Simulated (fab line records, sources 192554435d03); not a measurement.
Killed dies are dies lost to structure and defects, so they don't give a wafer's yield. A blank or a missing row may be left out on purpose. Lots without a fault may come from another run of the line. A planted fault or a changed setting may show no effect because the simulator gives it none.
fab line records | flow n5_finfet
record lots=24 wafers=72 last_day=19
route steps=1938 shown BEOL_M9@1458 BEOL_M10@1470
lots that met no fault: from a run of the same line without faults
start_h: hours from the record's first day to the start of the lot's first wafer shown | wait_h: hours since the lot's step before | " the same as in the row above | L1.1+2: a row that stands for several wafers | - no value, or no start given | * or withheld: withheld | < > ~ a bound
route shown NAME@n: a module of which the file shows steps, and the number in the route of the first | usual: mean/standard deviation of fault-free wafers | same: alike in all rows | chamber/n: place in a boat | sites: the reading at each site | _std_site: their standard deviation | _edge_site: outer sites' mean less inner sites' | radius_mm: how far each site lies from the wafer's centre | mask NAME#n: copy n | behind: the tool/chamber that last shaped the wafer | hold: why the lot was held/for how many hours/how that ended | device: the transistor (n, p or np) that didn't switch | end of line: the same wafers' tests at the end of the route | a step without rows: its recipe alone | killed: dies lost to structure and defects at the first sort, not the wafer's yield | map: a wafer's dies, x killed, . not, _ none there
set.NAME: the setting as run; set.NAME@STEP: as run at that earlier step | model.NAME: the simulator's own value behind a step, which no gauge read
steps of the route over a sample of lots; a table a step, a row a wafer
services: from which hour (start_h, from the record's first day; less than 0 if before it) a tool's chamber was out of use, for how many hours, and why
## steps
# step N5_BEOL_M9_ALD_74
# recipe material=TaN target_thk_a=20 temp_c=275 ald_precursor_family=PDMAT ald_co_reactant=NH3 pressure_torr=3 carrier_flow_sccm=1500 pulse_time_s=2 purge_time_s=3 co_reactant_purge_time_s=2 co_reactant_pulse_time_s=3 ald_cycles=40 precursor_vessel_temp_c=75 precursor_vessel_pressure_torr=26.25 precursor_vessel_carrier_sccm=1000
# usual heater_power_w=421/43
# columns lot.wafer tool chamber start_h wait_h heater_power_w
L076.2 ald_metal-04 1 224.40 0.1 448
L076.5 " 2 " " 439
L076.6 " 3 " " 384
L074.2 ald_metal-02 1 225.08 0.0 421
L074.3 " 3 " " 394
L074.6 " 2 " " 374
L075.1 ald_metal-02 2 236.41 0.0 371
L075.2 " 0 " " 515
L075.5 " 0 " " 519
L077.1 ald_metal-03 2 248.67 0.0 437
L077.5 " 0 " " 384
L077.6 " 2 " " 429
L078.1 ald_metal-02 1 251.23 0.0 422
L078.3 " 0 " " 518
L078.6 " 0 " " 526
L079.3 ald_metal-03 0 251.40 0.0 385
L079.4 " 1 " " 420
L079.6 " 0 " " 388
L081.2 ald_metal-04 2 258.29 0.0 440
L081.4 " 0 " " 410
L081.5 " 0 " " 425
L080.3 ald_metal-03 3 258.79 0.0 416
L080.4 " 0 " " 371
L080.5 " 0 " " 390
L082.1 ald_metal-03 3 260.85 0.0 405
L082.2 " 1 " " 420
L082.5 " 1 " " 431
L083.3 ald_metal-02 1 271.27 0.1 412
L083.5 " 2 " " 378
L083.6 " 1 " " 417
L085.3 ald_metal-02 2 279.10 0.3 366
L085.4 " 1 " " 419
L085.5 " 2 " " 377
L084.2 ald_metal-04 0 282.13 0.2 407
L084.4 " 1 " " 456
L084.6 " 0 " " 417
L087.1 ald_metal-03 2 301.34 0.0 441
L087.2 " 1 " " 425
L087.3 " 0 " " 379
L089.1 ald_metal-02 2 312.68 0.0 386
L089.2 " 0 " " 512
L089.3 " 1 " " 423
L088.1 ald_metal-02 2 317.32 0.1 366
L088.4 " 0 " " 515
L088.6 " 3 " " 398
L086.3 ald_metal-04 2 317.50 0.2 422
L086.4 " 0 " " 422
L086.6 " 0 " " 424
L090.3 ald_metal-02 3 324.94 0.1 389
L090.4 " 2 " " 368
L090.6 " 2 " " 374
L093.1 ald_metal-02 1 352.44 0.1 405
L093.5 " 2 " " 371
L093.6 " 1 " " 418
L091.2 ald_metal-03 3 353.12 0.0 408
L091.4 " 2 " " 433
L091.6 " 0 " " 375
L092.4 ald_metal-03 1 357.40 0.0 430
L092.5 " 0 " " 375
L092.6 " 3 " " 406
L094.2 ald_metal-02 2 360.36 0.1 365
L094.3 " 1 " " 418
L094.6 " 0 " " 519
L095.2 ald_metal-03 3 380.92 0.1 400
L095.3 " 2 " " 427
L095.4 " 0 " " 369
L096.1 ald_metal-02 3 381.01 0.1 408
L096.3 " 1 " " 397
L096.5 " 3 " " 408
L097.1 ald_metal-02 0 383.62 0.0 521
L097.2 " 3 " " 398
L097.3 " 1 " " 398
# step N5_BEOL_M9_ANNEAL_51
# recipe temp_c=225 time_s=90 ambient=N2
# usual wafer_temp_C_max=226.6/0.46
# columns lot.wafer tool chamber start_h wait_h wafer_temp_C_max
L076.2 rtp_anneal-01 0 225.44 0.2 226.3
L076.5 " 0 " " 226.5
L076.6 " 0 " " 226.6
L074.2 rtp_anneal-02 0 226.46 0.4 226.7
L074.3 " 0 " " 226.7
L074.6 " 0 " " 226.3
L075.1 rtp_anneal-02 0 237.35 0.2 227.0
L075.2 " 0 " " 226.3
L075.5 " 0 " " 226.2
L077.1 rtp_anneal-02 0 251.08 0.2 226.8
L077.5 " 0 " " 226.2
L077.6 " 0 " " 226.7
L078.1 rtp_anneal-02 0 251.93 0.1 226.3
L078.3 " 0 " " 226.4
L078.6 " 0 " " 226.2
L079.3 rtp_anneal-02 0 252.29 0.2 226.5
L079.4 " 0 " " 225.9
L079.6 " 0 " " 226.4
L081.2 rtp_anneal-02 0 259.16 0.1 226.5
L081.4 " 0 " " 226.5
L081.5 " 0 " " 226.2
L080.3 rtp_anneal-01 0 259.71 0.1 226.7
L080.4 " 0 " " 227.9
L080.5 " 0 " " 227.2
L082.1 rtp_anneal-01 0 261.54 0.1 226.9
L082.2 " 0 " " 226.8
L082.5 " 0 " " 227.2
L083.3 rtp_anneal-02 0 272.13 0.1 226.5
L083.5 " 0 " " 226.3
L083.6 " 0 " " 226.1
L085.3 rtp_anneal-02 0 281.22 0.1 226.3
L085.4 " 0 " " 226.4
L085.5 " 0 " " 226.4
L084.2 rtp_anneal-02 0 283.28 0.1 226.0
L084.4 " 0 " " 226.3
L084.6 " 0 " " 226.5
L087.1 rtp_anneal-02 0 302.81 0.4 226.4
L087.2 " 0 " " 226.2
L087.3 " 0 " " 225.7
L089.1 rtp_anneal-02 0 313.66 0.2 226.2
L089.2 " 0 " " 226.2
L089.3 " 0 " " 226.6
L088.1 rtp_anneal-02 0 318.56 0.3 225.9
L088.4 " 0 " " 226.5
L088.6 " 0 " " 225.7
L086.3 rtp_anneal-02 0 319.04 0.6 226.2
L086.4 " 0 " " 226.3
L086.6 " 0 " " 226.5
L090.3 rtp_anneal-01 0 325.84 0.2 226.3
L090.4 " 0 " " 226.5
L090.6 " 0 " " 226.9
L093.1 rtp_anneal-01 0 353.41 0.1 227.1
L093.5 " 0 " " 226.3
L093.6 " 0 " " 226.7
L091.2 rtp_anneal-01 0 354.03 0.1 226.9
L091.4 " 0 " " 226.6
L091.6 " 0 " " 227.2
L092.4 rtp_anneal-02 0 358.66 0.4 226.2
L092.5 " 0 " " 225.8
L092.6 " 0 " " 226.1
L094.2 rtp_anneal-01 0 361.14 0.1 227.2
L094.3 " 0 " " 227.1
L094.6 " 0 " " 227.5
L095.2 rtp_anneal-02 0 382.33 0.1 226.0
L095.3 " 0 " " 226.4
L095.4 " 0 " " 225.8
L096.1 rtp_anneal-01 0 382.44 0.2 226.6
L096.3 " 0 " " 226.8
L096.5 " 0 " " 227.2
L097.1 rtp_anneal-01 0 384.38 0.2 227.7
L097.2 " 0 " " 228.3
L097.3 " 0 " " 227.2
# step N5_BEOL_M9_RS_MEAS_57
# recipe thk_meas_gauge=four-point-probe reads=Cu_of_BEOL_M9_ECD_50+Co_of_BEOL_M9_CVD_78+TaN_of_BEOL_M9_ALD_74
# usual M9_RS=0.151/0.0036
# columns lot.wafer tool chamber start_h wait_h M9_RS[ohm/sq]
L076.2 film_metro-02 - 226.29 0.1 0.150
L076.5 " - " " 0.148
L076.6 " - " " 0.156
L074.2 film_metro-01 - 227.15 0.1 0.149
L074.3 " - " " 0.152
L074.6 " - " " 0.145
L075.1 film_metro-02 - 238.21 0.1 0.156
L075.2 " - " " 0.150
L075.5 " - " " 0.150
L077.1 film_metro-02 - 251.85 0.1 0.154
L077.5 " - " " 0.147
L077.6 " - " " 0.152
L078.1 film_metro-02 - 252.66 0.1 0.152
L078.3 " - " " 0.154
L078.6 " - " " 0.155
L079.3 film_metro-02 - 252.94 0.1 0.151
L079.4 " - " " 0.149
L079.6 " - " " 0.154
L081.2 film_metro-02 - 259.84 0.1 0.149
L081.4 " - " " 0.147
L081.5 " - " " 0.150
L080.3 film_metro-02 - 260.35 0.1 0.151
L080.4 " - " " 0.156
L080.5 " - " " 0.156
L082.1 film_metro-01 - 262.28 0.1 0.148
L082.2 " - " " 0.152
L082.5 " - " " 0.152
L083.3 film_metro-02 - 272.99 0.1 0.145
L083.5 " - " " 0.146
L083.6 " - " " 0.150
L085.3 film_metro-01 - 281.86 0.1 0.152
L085.4 " - " " 0.152
L085.5 " - " " 0.152
L084.2 film_metro-02 - 283.96 0.1 0.153
L084.4 " - " " 0.153
L084.6 " - " " 0.156
L087.1 film_metro-02 - 303.55 0.1 0.152
L087.2 " - " " 0.147
L087.3 " - " " 0.151
L089.1 film_metro-01 - 314.40 0.1 0.157
L089.2 " - " " 0.152
L089.3 " - " " 0.152
L088.1 film_metro-02 - 319.28 0.1 0.150
L088.4 " - " " 0.153
L088.6 " - " " 0.159
L086.3 film_metro-01 - 319.68 0.1 0.153
L086.4 " - " " 0.147
L086.6 " - " " 0.152
L090.3 film_metro-01 - 326.50 0.1 0.150
L090.4 " - " " 0.157
L090.6 " - " " 0.150
L093.1 film_metro-01 - 354.14 0.1 0.158
L093.5 " - " " 0.159
L093.6 " - " " 0.152
L091.2 film_metro-02 - 354.72 0.1 0.151
L091.4 " - " " 0.155
L091.6 " - " " 0.151
L092.4 film_metro-02 - 359.25 0.0 0.145
L092.5 " - " " 0.146
L092.6 " - " " 0.150
L094.2 film_metro-01 - 361.83 0.1 0.149
L094.3 " - " " 0.148
L094.6 " - " " 0.147
L095.2 film_metro-02 - 383.01 0.1 0.147
L095.3 " - " " 0.155
L095.4 " - " " 0.152
L096.1 film_metro-01 - 383.17 0.1 0.148
L096.3 " - " " 0.147
L096.5 " - " " 0.144
L097.1 film_metro-01 - 385.11 0.1 0.148
L097.2 " - " " 0.155
L097.3 " - " " 0.154
# step N5_BEOL_M10_ILD_DEP_00
# recipe material=SiCOH_lowk target_thk_a=3085.1 temp_c=300 precursor=DEMS/porogen pressure_torr=5 rf_w=500 time_s=58
# usual heater_power_w=329/61 rf_fwd_power_W=496.7/1.9 showerhead_plenum_p_Torr=5.743/0.018 throttle_valve_pct=14.0/0.74
# columns lot.wafer tool chamber start_h wait_h heater_power_w rf_fwd_power_W showerhead_plenum_p_Torr throttle_valve_pct
L076.2 pecvd-04 2 226.35 0.0 303 497.8 5.759 13.5
L076.5 " 0 " " 407 495.8 5.717 15.4
L076.6 " 2 " " 322 497.3 5.738 13.6
L074.2 pecvd-01 0 227.21 0.0 346 496.7 5.720 14.4
L074.3 " 1 " " 366 497.8 5.752 13.8
L074.6 " 1 " " 377 496.8 5.762 13.7
L075.1 pecvd-04 1 238.27 0.0 373 497.6 5.764 14.4
L075.2 " 2 " " 372 499.0 5.751 13.6
L075.5 " 1 " " 368 498.7 5.759 14.6
L077.1 pecvd-03 0 251.92 0.0 217 495.9 5.750 13.8
L077.5 " 0 " " 222 494.5 5.755 13.5
L077.6 " 1 " " 338 498.0 5.721 13.5
L078.1 pecvd-01 0 252.72 0.0 313 495.3 5.706 14.2
L078.3 " 0 " " 328 492.6 5.740 14.2
L078.6 " 0 " " 332 496.1 5.726 14.0
L079.3 pecvd-04 2 253.01 0.0 380 495.0 5.758 13.4
L079.4 " 2 " " 292 496.9 5.754 13.7
L079.6 " 0 " " 425 495.9 5.708 15.6
L081.2 pecvd-03 2 259.91 0.0 298 497.0 5.759 12.6
L081.4 " 1 " " 319 495.7 5.747 13.5
L081.5 " 0 " " 232 494.8 5.745 14.0
L080.3 pecvd-01 0 260.41 0.0 313 498.5 5.734 14.2
L080.4 " 1 " " 351 498.1 5.753 13.9
L080.5 " 2 " " 220 492.7 5.775 13.8
L082.1 pecvd-04 1 262.34 0.0 344 495.9 5.748 14.6
L082.2 " 2 " " 361 500.3 5.744 13.5
L082.5 " 0 " " 457 498.5 5.724 15.4
L083.3 pecvd-03 2 273.05 0.0 246 495.3 5.738 12.8
L083.5 " 1 " " 350 494.3 5.761 13.6
L083.6 " 0 " " 236 492.7 5.742 13.5
L085.3 pecvd-01 0 281.92 0.0 348 498.0 5.724 14.4
L085.4 " 2 " " 272 494.8 5.735 13.8
L085.5 " 0 " " 361 496.3 5.729 14.2
L084.2 pecvd-03 2 284.02 0.0 282 496.4 5.754 12.8
L084.4 " 1 " " 327 496.4 5.746 13.7
L084.6 " 0 " " 247 492.6 5.754 13.7
L087.1 pecvd-04 1 303.64 0.1 387 499.2 5.738 14.7
L087.2 " 0 " " 364 497.0 5.705 15.6
L087.3 " 2 " " 332 497.4 5.744 13.8
L089.1 pecvd-03 1 314.47 0.0 340 497.3 5.756 13.4
L089.2 " 0 " " 215 495.5 5.744 13.6
L089.3 " 2 " " 299 498.1 5.741 12.7
L088.1 pecvd-01 2 319.35 0.0 288 493.3 5.752 14.0
L088.4 " 1 " " 365 495.5 5.755 14.1
L088.6 " 0 " " 358 497.6 5.734 14.1
L086.3 pecvd-01 2 319.74 0.0 248 498.8 5.758 13.9
L086.4 " 0 " " 327 496.8 5.715 14.3
L086.6 " 1 " " 337 497.9 5.749 13.7
L090.3 pecvd-03 2 326.56 0.0 279 498.7 5.743 12.8
L090.4 " 2 " " 292 497.5 5.771 12.5
L090.6 " 0 " " 193 494.4 5.752 13.5
L093.1 pecvd-03 2 354.20 0.0 248 496.5 5.747 12.5
L093.5 " 1 " " 335 498.6 5.742 13.5
L093.6 " 0 " " 209 497.3 5.746 13.9
L091.2 pecvd-03 2 354.78 0.0 280 496.8 5.756 12.7
L091.4 " 1 " " 288 496.0 5.755 13.4
L091.6 " 2 " " 290 497.3 5.750 13.0
L092.4 pecvd-04 1 359.34 0.1 371 496.8 5.751 14.5
L092.5 " 0 " " 462 494.4 5.703 15.5
L092.6 " 2 " " 334 497.9 5.747 13.5
L094.2 pecvd-01 2 361.89 0.0 283 497.5 5.744 13.9
L094.3 " 1 " " 348 499.1 5.766 14.0
L094.6 " 1 " " 364 498.3 5.762 13.8
L095.2 pecvd-04 1 383.07 0.0 366 497.3 5.767 14.6
L095.3 " 0 " " 429 496.7 5.711 15.6
L095.4 " 1 " " 372 495.2 5.762 14.2
L096.1 pecvd-04 1 383.23 0.0 372 497.3 5.757 14.3
L096.3 " 0 " " 445 497.5 5.714 15.3
L096.5 " 0 " " 442 496.2 5.694 15.4
L097.1 pecvd-04 2 385.17 0.0 350 498.6 5.754 13.7
L097.2 " 0 " " 405 495.5 5.709 15.2
L097.3 " 1 " " 382 495.1 5.754 14.8
# step N5_BEOL_M10_DESCUM_16
# recipe chemistry=O2 time_s=7.9 source_power_w=50 bias_power_w=20 pressure_mtorr=20 rf_frequency_hz=2.712e+07 temp_c=40 resist=CAR-ArF o2_flow_sccm=225
# usual drypump_motor_current_A=5.6/0.49 oes_product_au=0.81/0.088 rf_fwd_power_W=49.39/0.26 rf_vpp_V=243.4/1.5 showerhead_plenum_p_Torr=2.11/0.084 throttle_valve_pct=20.38/0.27
# columns lot.wafer tool chamber start_h wait_h drypump_motor_current_A oes_product_au rf_fwd_power_W rf_hours_counter_h rf_vpp_V showerhead_plenum_p_Torr throttle_valve_pct
L076.2 rie_diel-04 3 228.88 0.3 5.8 0.74 49.60 173 241.5 1.99 20.60
L076.5 " 1 " " 6.0 0.71 49.54 - 243.6 2.15 20.16
L076.6 " 0 " " 4.8 0.82 49.81 - 244.0 2.10 20.16
L074.2 rie_diel-06 1 230.16 0.0 5.8 0.76 49.30 157 242.7 2.01 20.50
L074.3 " 3 " " 6.0 0.77 49.24 142 246.1 2.21 20.74
L074.6 " 1 " " 5.8 0.76 49.41 - 240.4 2.01 20.51
L075.1 rie_diel-06 0 240.41 0.3 5.8 0.89 49.22 52 244.9 2.21 20.34
L075.2 " 3 " " 6.0 0.77 49.43 146 244.8 2.21 20.76
L075.5 " 3 " " 6.0 0.77 49.40 - 245.9 2.21 20.75
L077.1 rie_diel-05 0 253.43 0.3 6.4 0.73 49.05 196 242.8 1.99 20.40
L077.5 " 2 " " 5.2 0.91 48.94 - 244.6 2.21 19.98
L077.6 " 1 " " 5.2 0.91 49.81 - 244.0 2.15 20.61
L078.1 rie_diel-05 2 254.18 0.2 5.2 0.90 49.04 36 245.5 2.21 19.99
L078.3 " 0 " " 6.4 0.72 49.72 197 240.8 1.98 20.42
L078.6 " 2 " " 5.2 0.91 49.04 - 244.8 2.21 19.97
L079.3 rie_diel-05 1 254.61 0.3 5.1 0.91 49.58 26 244.0 2.15 20.62
L079.4 " 0 " " 6.4 0.73 49.42 - 241.4 1.99 20.41
L079.6 " 2 " " 5.2 0.91 49.13 - 246.2 2.21 19.98
L081.2 rie_diel-05 0 261.23 0.0 6.4 0.73 49.21 200 242.6 1.98 20.41
L081.4 " 3 " " 5.5 0.97 49.57 0 242.9 2.15 20.38
L081.5 " 3 " " 5.5 0.98 49.54 - 242.7 2.15 20.36
L080.3 rie_diel-05 3 261.56 0.0 5.6 0.96 49.73 0 243.3 2.15 20.34
L080.4 " 1 " " 5.2 0.90 49.71 29 244.5 2.15 20.60
L080.5 " 2 " " 5.2 0.90 49.18 - 246.1 2.21 19.98
L082.1 rie_diel-04 0 265.38 0.1 4.7 0.81 49.68 109 243.6 2.09 20.18
L082.2 " 2 " " 5.8 0.77 49.25 114 243.0 2.11 20.61
L082.5 " 1 " " 5.9 0.71 49.56 - 245.2 2.15 20.19
L083.3 rie_diel-06 2 279.43 0.0 4.9 0.95 49.24 17 243.7 2.07 19.90
L083.5 " 2 " " 4.9 0.96 49.10 - 243.8 2.07 19.93
L083.6 " 1 " " 5.8 0.74 49.62 - 241.8 2.00 20.55
L085.3 rie_diel-05 2 284.39 0.1 5.2 0.88 49.01 47 244.7 2.21 19.98
L085.4 " 0 " " 6.4 0.72 49.24 207 241.4 1.98 20.41
L085.5 " 1 " " 5.1 0.89 49.31 - 243.4 2.15 20.65
L084.2 rie_diel-05 3 286.85 0.0 5.6 0.92 49.56 8 243.6 2.14 20.38
L084.4 " 0 " " 6.4 0.72 49.23 208 242.0 1.98 20.42
L084.6 " 0 " " 6.4 0.71 49.24 - 242.9 1.98 20.42
L087.1 rie_diel-05 3 304.89 0.1 5.5 0.91 49.62 14 243.3 2.14 20.39
L087.2 " 1 " " 5.2 0.89 49.70 41 242.3 2.15 20.64
L087.3 " 2 " " 5.2 0.88 48.92 54 244.8 2.21 20.03
L089.1 rie_diel-06 0 316.85 0.2 5.8 0.85 49.11 78 243.5 2.20 20.39
L089.2 " 1 " " 5.8 0.74 49.45 188 242.2 2.00 20.56
L089.3 " 2 " " 4.9 0.92 49.20 29 242.2 2.06 19.94
L088.1 rie_diel-06 2 321.46 0.0 4.9 0.93 49.13 30 243.4 2.06 19.92
L088.4 " 1 " " 5.8 0.73 49.36 189 241.4 2.00 20.57
L088.6 " 2 " " 5.0 0.92 49.08 - 242.5 2.06 19.93
L086.3 rie_diel-04 0 322.27 0.0 4.7 0.78 49.67 130 243.0 2.09 20.20
L086.4 " 1 " " 5.9 0.69 49.92 226 244.8 2.14 20.22
L086.6 " 3 " " 5.8 0.72 49.81 - 242.0 1.98 20.65
L090.3 rie_diel-04 3 328.99 0.0 5.8 0.72 49.40 210 240.4 1.98 20.66
L090.4 " 0 " " 4.8 0.78 49.65 132 242.6 2.09 20.23
L090.6 " 0 " " 4.7 0.78 49.74 - 242.3 2.09 20.23
L093.1 rie_diel-04 3 357.31 0.0 5.7 0.72 49.68 221 242.9 1.98 20.67
L093.5 " 2 " " 5.8 0.75 49.17 - 243.1 2.10 20.66
L093.6 " 1 " " 5.9 0.68 49.76 - 242.7 2.14 20.21
L091.2 rie_diel-06 0 357.85 0.1 5.8 0.84 49.15 91 246.9 2.19 20.41
L091.4 " 3 " " 6.0 0.73 49.68 184 244.0 2.19 20.80
L091.6 " 2 " " 5.0 0.89 49.54 - 241.8 2.06 19.94
L092.4 rie_diel-06 2 360.88 0.0 4.9 0.89 49.23 46 241.5 2.06 19.95
L092.5 " 3 " " 6.0 0.73 49.60 - 244.8 2.19 20.81
L092.6 " 2 " " 4.9 0.89 49.44 - 241.5 2.06 19.94
L094.2 rie_diel-05 0 363.98 0.0 6.4 0.70 49.44 235 242.6 1.97 20.46
L094.3 " 2 " " 5.2 0.86 49.04 68 244.7 2.20 20.04
L094.6 " 0 " " 6.4 0.70 49.65 - 241.7 1.97 20.47
L095.2 rie_diel-05 1 384.34 0.0 5.2 0.84 49.67 70 243.2 2.14 20.68
L095.3 " 2 " " 5.2 0.84 49.43 76 244.9 2.20 20.05
L095.4 " 0 " " 6.4 0.70 49.47 242 241.8 1.97 20.46
L096.1 rie_diel-06 2 384.52 0.0 4.9 0.88 49.46 52 242.2 2.05 19.95
L096.3 " 1 " " 5.8 0.71 49.49 210 242.7 1.99 20.58
L096.5 " 0 " " 5.8 0.83 49.13 - 245.2 2.19 20.43
L097.1 rie_diel-06 3 387.95 0.0 6.0 0.72 49.23 192 243.2 2.19 20.81
L097.2 " 1 " " 5.8 0.72 49.38 210 242.0 1.99 20.59
L097.3 " 0 " " 5.8 0.83 49.01 98 246.3 2.19 20.43
# step N5_BEOL_M10_ETCH_65
# recipe chemistry=CF4 target=SiARC target_depth_a=390 mask_material=CAR-ArF time_s=65 ion_energy_ev=80 pressure_mtorr=40 source_w=545 bias_w=36 Ar_flow_sccm=100 cf4_flow_sccm=100 ends=cleared
# usual drypump_motor_current_A=5.6/0.48 etch_rf_on_time_s=64.1/1.6 oes_product_au=0.69/0.075 rf_fwd_power_W=538.1/2.6 rf_vpp_V=184.3/1.3 showerhead_plenum_p_Torr=2.16/0.083 throttle_valve_pct=15.59/0.26
# columns lot.wafer tool chamber start_h wait_h drypump_motor_current_A etch_rf_on_time_s oes_product_au rf_fwd_power_W rf_hours_counter_h rf_vpp_V showerhead_plenum_p_Torr throttle_valve_pct
L076.2 rie_diel-06 2 236.63 0.0 5.0 64.1 0.86 538.6 2 184.4 2.11 14.96
L076.5 " 0 " " 5.8 63.1 0.75 535.9 - 184.7 2.28 15.71
L076.6 " 3 " " 6.0 64.2 0.65 535.5 - 185.8 2.23 15.72
L074.2 rie_diel-05 0 236.68 0.0 6.5 66.9 0.62 539.1 187 181.5 2.04 15.62
L074.3 " 1 " " 5.1 62.5 0.79 541.2 17 186.5 2.19 15.56
L074.6 " 1 " " 5.1 63.6 0.79 539.3 - 185.1 2.19 15.57
L075.1 rie_diel-06 2 243.17 0.0 4.9 63.0 0.85 537.1 4 182.1 2.11 14.97
L075.2 " 0 " " 5.8 61.8 0.76 535.4 53 186.8 2.28 15.71
L075.5 " 0 " " 5.8 61.8 0.76 536.2 - 185.3 2.28 15.69
L077.1 rie_diel-04 0 254.47 0.0 4.8 65.6 0.67 543.8 105 184.0 2.16 15.42
L077.5 " 3 " " 5.7 62.1 0.65 539.0 - 183.2 2.05 15.90
L077.6 " 0 " " 4.8 65.2 0.68 541.6 - 184.6 2.16 15.42
L078.1 rie_diel-06 1 255.23 0.0 5.8 67.5 0.63 540.3 167 184.2 2.06 15.72
L078.3 " 2 " " 4.9 63.4 0.84 536.8 10 184.0 2.11 14.98
L078.6 " 1 " " 5.8 67.6 0.63 535.0 - 183.5 2.06 15.73
L079.3 rie_diel-05 2 255.71 0.0 5.2 62.4 0.78 534.5 37 184.2 2.26 15.25
L079.4 " 0 " " 6.5 65.9 0.62 539.3 - 183.9 2.04 15.66
L079.6 " 1 " " 5.1 62.8 0.78 541.4 - 184.0 2.19 15.59
L081.2 rie_diel-05 1 263.96 0.0 5.1 63.7 0.77 539.1 30 184.7 2.18 15.60
L081.4 " 2 " " 5.2 62.8 0.76 532.4 41 184.9 2.26 15.25
L081.5 " 1 " " 5.1 63.3 0.77 540.8 - 184.9 2.18 15.60
L080.3 rie_diel-06 1 264.57 0.0 5.8 67.2 0.63 536.5 171 183.5 2.06 15.75
L080.4 " 0 " " 5.8 62.5 0.74 534.4 62 184.6 2.27 15.72
L080.5 " 0 " " 5.8 62.3 0.75 535.2 - 184.7 2.27 15.70
L082.1 rie_diel-06 2 267.84 0.0 5.0 64.0 0.82 540.8 15 183.7 2.10 14.99
L082.2 " 3 " " 6.0 64.6 0.64 539.7 156 184.4 2.22 15.75
L082.5 " 2 " " 4.9 64.1 0.82 538.6 - 183.2 2.10 14.99
L083.3 rie_diel-06 0 280.58 0.0 5.8 62.2 0.74 533.5 66 185.9 2.27 15.73
L083.5 " 1 " " 5.8 66.2 0.63 539.1 - 181.1 2.06 15.77
L083.6 " 2 " " 4.9 63.1 0.82 536.5 - 183.2 2.10 14.99
L084.2 rie_diel-06 0 288.20 0.0 5.8 63.1 0.74 534.6 68 186.8 2.27 15.72
L084.4 " 2 " " 4.9 63.3 0.81 540.3 19 183.9 2.10 15.00
L084.6 " 3 " " 6.0 64.0 0.65 539.2 - 185.0 2.22 15.76
L085.3 rie_diel-06 2 288.66 0.0 5.0 63.3 0.81 536.9 19 183.6 2.10 15.01
L085.4 " 3 " " 6.0 63.6 0.64 538.0 161 185.1 2.22 15.76
L085.5 " 2 " " 4.9 63.3 0.81 540.4 - 183.1 2.10 15.00
L087.1 rie_diel-04 1 306.55 0.0 5.9 64.8 0.60 539.5 221 184.6 2.19 15.49
L087.2 " 0 " " 4.7 64.8 0.67 539.1 124 181.7 2.15 15.47
L087.3 " 2 " " 5.8 62.8 0.66 535.5 129 184.9 2.15 15.72
L089.1 rie_diel-05 3 318.12 0.0 5.6 62.5 0.77 538.8 18 185.2 2.18 15.54
L089.2 " 0 " " 6.5 66.6 0.59 535.4 218 183.6 2.03 15.69
L089.3 " 1 " " 5.2 63.8 0.75 544.7 45 184.9 2.18 15.64
L088.1 rie_diel-04 1 323.76 0.0 6.0 65.2 0.59 539.5 226 185.3 2.19 15.48
L088.4 " 0 " " 4.8 65.4 0.66 544.2 130 184.6 2.15 15.48
L088.6 " 0 " " 4.8 65.7 0.65 542.7 - 184.1 2.15 15.46
L086.3 rie_diel-05 0 324.27 0.0 6.5 66.4 0.59 536.6 221 183.0 2.03 15.69
L086.4 " 3 " " 5.6 62.0 0.77 536.5 - 184.7 2.18 15.54
L086.6 " 0 " " 6.4 66.2 0.60 537.9 - 183.5 2.03 15.71
L090.3 rie_diel-05 2 331.22 0.0 5.2 62.8 0.74 536.3 58 185.0 2.26 15.30
L090.4 " 0 " " 6.5 67.1 0.59 540.1 223 184.2 2.03 15.69
L090.6 " 3 " " 5.5 62.8 0.77 539.2 - 184.9 2.18 15.54
L091.2 rie_diel-06 0 359.50 0.0 5.8 62.4 0.71 534.8 91 184.2 2.26 15.77
L091.4 " 3 " " 6.0 63.8 0.64 535.8 185 183.8 2.21 15.81
L091.6 " 0 " " 5.8 62.9 0.71 537.4 - 185.1 2.26 15.77
L093.1 rie_diel-06 3 359.96 0.0 6.0 63.8 0.62 537.6 185 186.5 2.21 15.81
L093.5 " 3 " " 6.0 63.9 0.63 540.2 - 185.5 2.21 15.80
L093.6 " 0 " " 5.8 62.3 0.72 537.6 - 185.4 2.26 15.77
L092.4 rie_diel-06 1 362.56 0.0 5.8 67.3 0.61 538.4 204 182.8 2.05 15.81
L092.5 " 2 " " 4.9 64.3 0.76 537.6 - 182.1 2.09 15.04
L092.6 " 3 " " 6.0 64.4 0.62 537.6 - 184.6 2.21 15.80
L094.2 rie_diel-04 0 366.62 0.0 4.8 65.5 0.64 540.8 144 183.8 2.14 15.51
L094.3 " 3 " " 5.8 62.7 0.62 540.0 223 183.8 2.04 15.97
L094.6 " 3 " " 5.8 63.2 0.62 538.9 - 182.5 2.04 15.96
L095.2 rie_diel-05 0 386.83 0.0 6.4 67.0 0.58 538.9 243 182.2 2.02 15.75
L095.3 " 1 " " 5.2 63.8 0.72 539.9 71 184.5 2.17 15.67
L095.4 " 1 " " 5.2 63.3 0.71 542.4 - 186.4 2.17 15.68
L096.1 rie_diel-06 0 387.09 0.0 5.9 62.8 0.71 532.1 98 185.7 2.26 15.77
L096.3 " 2 " " 4.9 63.3 0.76 540.2 53 182.3 2.09 15.07
L096.5 " 0 " " 5.8 62.4 0.71 532.3 - 185.7 2.26 15.79
L097.1 rie_diel-05 0 389.14 0.0 6.4 66.5 0.59 538.1 244 182.7 2.02 15.74
L097.2 " 2 " " 5.2 63.0 0.73 534.4 79 186.7 2.25 15.34
L097.3 " 1 " " 5.1 63.4 0.72 541.9 72 184.2 2.17 15.67
## services
# columns tool chamber start_h hours kind
rie_diel-06 2 211.29 - clean
rie_diel-06 2 211.29 - consumable_replace:focus_ring
rie_diel-06 2 211.29 18.5 scheduled_down
rie_diel-06 2 211.29 18.5 vent_cycle
pecvd-04 2 221.37 2.1 scheduled_down
rie_diel-04 2 221.50 5.6 repair
pecvd-03 2 222.84 7.1 repair
rie_diel-04 2 227.60 7.5 repair
pecvd-01 1 231.76 22.7 repair
rie_diel-05 3 240.19 - clean
rie_diel-05 3 240.19 - consumable_replace:focus_ring
rie_diel-05 3 240.19 20.8 scheduled_down
rie_diel-05 3 240.19 20.8 vent_cycle
rie_diel-04 - 246.59 4.3 pm
ald_metal-03 3 246.81 7.2 repair
rie_diel-04 3 270.27 1.4 repair
rie_diel-05 1 276.52 6.8 repair
ald_metal-04 - 285.66 8.7 pm
rie_diel-05 2 314.84 9.9 repair
ald_metal-03 - 318.79 1.7 repair
pecvd-03 - 324.74 0.7 repair
rie_diel-04 - 349.59 0.2 repair
rie_diel-04 1 363.68 6.5 repair
rie_diel-05 3 386.33 11.0 repair
## key
fault none
